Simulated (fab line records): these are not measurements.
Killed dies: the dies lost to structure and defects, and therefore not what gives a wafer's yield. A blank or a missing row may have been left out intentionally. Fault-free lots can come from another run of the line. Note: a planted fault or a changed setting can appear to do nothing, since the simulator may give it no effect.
fab line records    flow nandHarc
record: lots: 6  wafers: 18  lastDay: 24
route steps=1159 shown P_M2@332
lots that met no fault: from a run of the same line without faults
startH: start of the lot's first displayed wafer, in hours after the record's first day    waitH: hours elapsed since this lot's preceding step    " the same as in the row above    L1.1+2: several wafers, shown together as one row    - no value, or no start was given    * or withheld: withheld    < > ~ a bound
route shown NAME@n: names a module that has steps shown in the file, with the first one's number in the route    usual: average and standard deviation across the fault-free wafers    same: alike in all rows    chamber/n: place in a boat    sites: per-site readings    _std_site: how widely they spread, as a standard deviation    _edge_site: mean of outer sites minus mean of inner sites    radiusMm: for every site, how far away it sits from the centre of the wafer    mask NAME#n: copy n    behind: the most recent tool/chamber to have shaped the wafer    hold: what put the lot on hold/how long, in hours/how the hold closed    device: which transistor (n, p or np) failed to switch    end of line: the tests these same wafers got at the end of their route    where a step has no rows: the recipe by itself    killed: dies lost to structure and defects at the first sort, not the wafer's yield    map: the dies of a wafer, with x for killed, . for not killed, _ for no die there
set.NAME: the run value of the setting; set.NAME@STEP: its run value at that earlier step    model.NAME: the simulator's own value behind a step, which no gauge read
a table for each step, a row for each wafer; lots at some steps of the route
services: from which hour (startH, from the record's first day; less than 0 if before it) a tool's chamber was out of use, for how many hours, and why
== steps ==
step: NHARC_P_M2_ETCH_35
recipe: targetDepthA: 400  overetchA: 120  timeS: 43.94  ionEnergyEv: 200  n2FlowSccm: 150  h2FlowSccm: 150  arFlowSccm: 0  rfW: 400  biasW: 150  chemistry: N2/H2
step: NHARC_P_M2_ETCH_15
recipe: targetDepthA: 1825  timeS: 91.2  c4f8FlowSccm: withheld  arFlowSccm: 400  rfW: 600  biasW: 300  chemistry: C4F8/Ar
usual: biasW: 300.0/0.86  oesProductAu: 0.950/0.023  rfVppV: 442.3/2.7
lot.wafer  tool        chamber  startH  waitH  biasW  oesProductAu  rfHoursCounterH  rfVppV
L248.1     rieDiel-09  3        -       -      302.1  0.974         1                444.0
L248.2     "           1        "       "      300.1  0.973         1                443.6
L248.6     "           0        "       "      300.5  0.973         -                441.2
L251.4     rieDiel-09  0        -       -      300.5  0.981         3                441.1
L251.2     "           1        "       "      301.0  0.992         2                443.8
L251.6     "           1        "       "      299.7  0.973         -                445.1
L255.1     rieDiel-09  0        -       -      300.3  0.978         3                441.2
L255.6     "           0        "       "      299.6  0.982         -                442.3
L255.5     "           1        "       "      300.2  0.956         -                447.3
L261.1     rieDiel-13  0        -       -      299.8  0.928         18               438.1
L261.4     "           1        "       "      299.0  0.929         19               440.8
L261.6     "           0        "       "      301.3  0.930         -                438.1
L263.1     rieDiel-09  0        -       -      298.4  0.970         5                441.1
L263.5     "           3        "       "      299.4  0.967         -                444.8
L263.6     "           0        "       "      300.5  0.974         -                441.6
L266.3     rieDiel-09  1        -       -      299.6  0.980         5                443.8
L266.1     "           2        "       "      300.9  0.986         5                444.4
L266.6     "           3        "       "      299.5  0.970         -                442.7
step: NHARC_P_M2_CD_MEAS_16
usual: cdNm: 170.0/0.74
lot.wafer  tool      chamber  startH  waitH  cdNm
L248.1     cdSem-02  -        121.51  -      170.0
L248.2     "         -        "       "      170.4
L248.6     "         -        "       "      170.3
L251.2     cdSem-01  -        158.65  -      168.7
L251.4     "         -        "       "      169.1
L251.6     "         -        "       "      168.4
L255.1     cdSem-03  -        171.16  -      169.7
L255.5     "         -        "       "      169.4
L255.6     "         -        "       "      170.8
L261.1     cdSem-01  -        233.27  -      169.5
L261.4     "         -        "       "      169.5
L261.6     "         -        "       "      170.1
L263.1     cdSem-02  -        241.14  -      171.7
L263.5     "         -        "       "      171.0
L263.6     "         -        "       "      169.7
L266.1     cdSem-02  -        241.89  -      170.7
L266.3     "         -        "       "      169.7
L266.6     "         -        "       "      171.1
step: NHARC_P_M2_STRIP_18
recipe: powerW: 1000  n2FlowSccm: 150  h2FlowSccm: 150  arFlowSccm: 0  biasW: 0  chemistry: N2/H2
usual: drypumpMotorCurrentA: 5.6/0.54  h2FlowSccm: 150.0/0.47  oesProductAu: 1.001/0.0088  rfVppV: 90.9/1  showerheadPlenumPTorr: 2.08/0.094  throttleValvePct: 14.171/0.0099
same: biasW: 0
lot.wafer  tool        chamber  startH  waitH  drypumpMotorCurrentA  h2FlowSccm  oesProductAu  rfHoursCounterH  rfVppV  showerheadPlenumPTorr  throttleValvePct
L248.1     rieDiel-11  3        121.62  0.1    4.8                   150.0       1.000         36               90.0    1.95                   14.179
L248.2     "           0        "       "      6.0                   149.9       1.017         35               89.5    1.92                   14.172
L248.6     "           3        "       "      4.8                   150.3       1.003         -                90.7    1.95                   14.170
L251.4     rieDiel-09  1        158.72  0.1    5.7                   149.9       0.993         3                91.6    2.18                   14.176
L251.2     "           0        "       "      6.0                   150.4       0.997         3                89.6    2.08                   14.171
L251.6     "           1        "       "      5.7                   150.6       1.000         -                92.4    2.18                   14.182
L255.1     rieDiel-13  3        171.32  0.1    5.6                   150.3       1.006         11               91.1    2.14                   14.193
L255.5     "           0        "       "      5.1                   150.3       0.992         -                90.4    1.94                   14.166
L255.6     "           1        "       "      6.1                   150.1       0.993         -                89.7    2.08                   14.167
L261.4     rieDiel-09  2        233.37  0.1    5.8                   150.8       1.002         4                91.7    2.13                   14.163
L261.1     "           3        "       "      4.7                   149.6       1.008         5                91.4    2.18                   14.170
L261.6     "           1        "       "      5.8                   150.0       0.994         -                92.2    2.18                   14.161
L263.1     rieDiel-09  3        241.26  0.1    4.7                   149.2       1.009         5                93.4    2.18                   14.163
L263.6     "           2        "       "      5.8                   150.7       0.986         -                90.7    2.13                   14.177
L263.5     "           3        "       "      4.7                   149.8       0.996         -                92.1    2.18                   14.178
L266.1     rieDiel-13  3        241.99  0.1    5.6                   149.7       1.008         20               91.2    2.13                   14.172
L266.3     "           1        "       "      6.0                   150.0       1.002         20               90.6    2.07                   14.170
L266.6     "           3        "       "      5.6                   149.8       0.990         -                92.4    2.13                   14.164
step: NHARC_P_M2_ETCH_28
recipe: targetDepthA: 300  overEtchFrac: 0.3  timeS: 72.99  ionEnergyEv: 150  cf4FlowSccm: 50  n2FlowSccm: 100  arFlowSccm: 150  rfW: 300  biasW: 100  chemistry: CF4/N2
step: NHARC_P_M2_STRIP_19
recipe: timeS: 600  tempC: 30  chemistry: postEtchResidueRemover
step: NHARC_P_M2_DEGAS_29
recipe: tempC: 250  timeS: 60
step: NHARC_P_M2_PRE_CLEAN_30
recipe: timeS: 30  tempC: 280  gas: H2/He
step: NHARC_P_M2_PVD_20
recipe: targetThkA: 50  biasV: 168.6  powerW: 15000  chamberPressurePa: 0.12  timeS: 8.06  substrateTempC: 50  material: TaN
usual: chamberPressurePa: 0.12001/0.00026  throttleValvePct: 29.7/0.8
lot.wafer  tool           chamber  startH  waitH  chamberPressurePa  throttleValvePct
L248.2     pvdSputter-03  -        -       -      0.11978            30.7
L248.1     "              -        "       "      0.12036            30.2
L248.6     "              -        "       "      0.12027            29.1
L251.4     pvdSputter-02  -        -       -      0.12023            29.2
L251.2     "              -        "       "      0.1199             30.2
L251.6     "              -        "       "      0.11978            30.2
L255.1     pvdSputter-02  -        -       -      0.1201             30.1
L255.6     "              -        "       "      0.12002            29.3
L255.5     "              -        "       "      0.12023            30.2
L261.1     pvdSputter-01  -        -       -      0.11989            28.5
L261.4     "              -        "       "      0.12037            31.1
L261.6     "              -        "       "      0.12043            28.9
L263.1     pvdSputter-02  -        -       -      0.11985            29.5
L263.6     "              -        "       "      0.11976            29.2
L263.5     "              -        "       "      0.12004            29.3
L266.1     pvdSputter-01  -        -       -      0.12018            29.1
L266.3     "              -        "       "      0.11988            28.2
L266.6     "              -        "       "      0.11986            28.8
step: NHARC_P_M2_PVD_21
recipe: targetThkA: 300  chamberPressurePa: 5  powerW: 5000  substrateTempC: 30  timeS: 20.49  material: Cu
step: NHARC_P_M2_ECD_22
recipe: targetThkA: 4000  bathTempC: 25  material: Cu
step: NHARC_P_M2_ANNEAL_31
recipe: tempC: 225  timeS: 90
usual: wafer_temp_C_max: 226.11/0.25
lot.wafer  tool          chamber  startH  waitH  wafer_temp_C_max
L248.1     rtpAnneal-01  0        122.96  -      225.88
L248.2     "             0        "       "      226.21
L248.6     "             0        "       "      226.39
L251.2     rtpAnneal-02  0        160.15  0.4    226.34
L251.4     "             0        "       "      226.02
L251.6     "             0        "       "      226.39
L255.1     rtpAnneal-01  0        172.71  0.3    225.79
L255.5     "             0        "       "      225.91
L255.6     "             0        "       "      225.87
L261.1     rtpAnneal-02  0        234.85  -      226.59
L261.4     "             0        "       "      226.22
L261.6     "             0        "       "      226.01
L263.1     rtpAnneal-01  0        242.67  -      225.82
L263.5     "             0        "       "      225.84
L263.6     "             0        "       "      225.84
L266.1     rtpAnneal-01  0        243.50  -      226.41
L266.3     "             0        "       "      226.14
L266.6     "             0        "       "      226.43
step: NHARC_P_M2_CMP_23
recipe: tOverpolishS: 20  targetThkNm: 144.3
usual: motorCurrentA: 11.7/1.3  slurryFilterDpKPa: 13.51/0.13  timeToEndpointS: 28.4/2.6
lot.wafer  tool    chamber  startH  waitH  motorCurrentA  slurryFilterDpKPa  timeToEndpointS
L248.1     cmp-04  1        123.30  -      11.0           13.64              29.8
L248.2     "       0        "       "      11.6           13.52              28.1
L248.6     "       1        "       "      10.9           13.64              29.4
L251.2     cmp-03  2        160.48  -      11.4           13.70              28.0
L251.4     "       3        "       "      11.7           13.68              21.8
L251.6     "       2        "       "      11.5           13.37              27.9
L255.1     cmp-04  1        173.05  -      10.5           13.30              30.8
L255.5     "       1        "       "      11.7           13.53              30.5
L255.6     "       2        "       "      12.9           13.47              29.8
L261.4     cmp-04  1        235.22  -      11.4           13.60              29.8
L261.1     "       2        "       "      12.6           13.31              34.3
L261.6     "       0        "       "      12.4           13.40              30.9
L263.1     cmp-03  1        243.01  -      10.7           13.58              28.3
L263.5     "       1        "       "      10.8           13.46              37.3
L263.6     "       2        "       "      11.5           13.56              36.8
L266.1     cmp-03  3        243.84  -      11.0           13.15              24.8
L266.3     "       2        "       "      11.8           13.52              38.2
L266.6     "       3        "       "      11.7           13.31              37.9
step: NHARC_P_M2_THK_MEAS_24
recipe: thkMeasGauge: xrf
usual: thkNm: 144.1/1.4
lot.wafer  tool          chamber  startH  waitH  thkNm
L248.1     filmMetro-02  -        123.62  -      142.8
L248.2     "             -        "       "      143.9
L248.6     "             -        "       "      143.5
L251.2     filmMetro-02  -        160.76  -      143.4
L251.4     "             -        "       "      141.9
L251.6     "             -        "       "      142.0
L255.1     filmMetro-02  -        173.37  -      145.5
L255.5     "             -        "       "      143.2
L255.6     "             -        "       "      146.9
L261.1     filmMetro-02  -        235.50  -      143.8
L261.4     "             -        "       "      143.7
L261.6     "             -        "       "      145.0
L263.1     filmMetro-02  -        243.33  -      144.7
L263.5     "             -        "       "      150.5
L263.6     "             -        "       "      150.4
L266.1     filmMetro-01  -        244.16  -      145.7
L266.3     "             -        "       "      149.6
L266.6     "             -        "       "      149.4
step: NHARC_P_M2_SRD_25
step: NHARC_P_M2_INSPECT_27
usual: rawDefectCount: 344/150
lot.wafer  tool              chamber  startH  waitH  rawDefectCount
L248.1     defectInspect-02  -        123.79  0.0    253
L248.2     "                 -        "       "      272
L248.6     "                 -        "       "      574
L251.2     defectInspect-02  -        160.92  0.0    219
L251.4     "                 -        "       "      200
L251.6     "                 -        "       "      434
L255.1     defectInspect-02  -        173.53  0.0    302
L255.5     "                 -        "       "      361
L255.6     "                 -        "       "      565
L261.1     defectInspect-02  -        235.66  0.0    558
L261.4     "                 -        "       "      743
L261.6     "                 -        "       "      800
L263.1     defectInspect-02  -        243.48  0.0    236
L263.5     "                 -        "       "      4492
L263.6     "                 -        "       "      4575
L266.1     defectInspect-02  -        244.31  0.0    154
L266.3     "                 -        "       "      4687
L266.6     "                 -        "       "      4647
step: NHARC_P_M2_PRE_CLEAN_32
recipe: timeS: 12  tempC: 370  rfPowerW: 300  gas: NH3
usual: heaterPowerW: 626/98
lot.wafer  tool      chamber  startH  waitH  heaterPowerW
L248.1     pecvd-02  0        123.85  0.1    558
L248.2     "         2        "       "      684
L248.6     "         2        "       "      698
L251.2     pecvd-03  2        161.00  0.1    748
L251.4     "         1        "       "      794
L251.6     "         0        "       "      582
L255.1     pecvd-04  1        173.61  0.1    569
L255.5     "         0        "       "      500
L255.6     "         1        "       "      564
L261.1     pecvd-02  2        235.75  0.1    698
L261.6     "         0        "       "      559
L261.4     "         2        "       "      689
L263.1     pecvd-04  0        243.56  0.1    497
L263.5     "         0        "       "      509
L263.6     "         1        "       "      610
L266.1     pecvd-04  1        244.38  0.1    552
L266.3     "         2        "       "      559
L266.6     "         1        "       "      571
== services ==
tool           chamber  startH  hours  kind
rieDiel-13     -        99.06   9.0    pm
pvdSputter-03  -        102.02  10.0   pm
pecvd-03       -        104.28  1.4    repair
cmp-04         -        104.30  2.6    repair
pecvd-03       -        111.29  13.0   pm
pecvd-04       0        114.95  3.9    repair
pvdSputter-03  -        116.72  3.6    repair
pecvd-02       1        117.41  11.5   repair
pecvd-04       1        124.76  10.0   repair
pecvd-02       -        153.00  13.0   pm
cmp-03         -        163.92  4.0    pm
pvdSputter-01  -        165.19  10.0   pm
pvdSputter-03  -        180.46  4.8    repair
cmp-03         -        181.27  1.7    repair
pecvd-04       -        186.25  0.7    repair
rieDiel-11     -        190.89  9.0    pm
cmp-04         -        192.43  0.6    repair
pecvd-04       -        195.01  13.0   pm
cmp-04         -        204.87  4.0    pm
cmp-03         -        205.57  0.9    repair
pvdSputter-02  -        214.00  10.0   pm
rieDiel-13     0        220.03  3.6    repair
pecvd-04       2        223.92  8.1    repair
cmp-03         -        233.60  2.0    repair
== key ==
firstSign: step: NHARC_P_M2_CMP_23  reading: timeToEndpointS  direction: up  sigmas: 3.6  usual: *  struck: *
effect: step: NHARC_P_M2_THK_MEAS_24  reading: thkNm  direction: up  sigmas: 4.3  usual: 144.1  struck: 150.0
effect: step: NHARC_P_M2_INSPECT_27  reading: rawDefectCount  direction: up  sigmas: 29  usual: 344  struck: 4600
metAt NHARC_P_M2_CMP_23
struckWafers L263.5,L263.6,L266.3,L266.6
laterRowsLeftOut L263.5,L263.6,L266.3,L266.6
sortLeftOut L263.5,L263.6,L266.3,L266.6
onsetBetween 160.48 243.01
fault: kind: processParameterDrift  tool: cmp-03  chamber: -  onsetH: 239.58  steps: NHARC_P_M2_CMP_23  channel: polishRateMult  offset: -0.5  shape: step  endH: 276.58  scope: struckWafersOnly
sortLeftOut: the simulated sort isn't trusted on such a fault, so these wafers' sort isn't shown, and their yield isn't known
laterRowsLeftOut: the simulator's readings of these wafers behind a module that went badly wrong aren't trusted and aren't shown, but for the sort
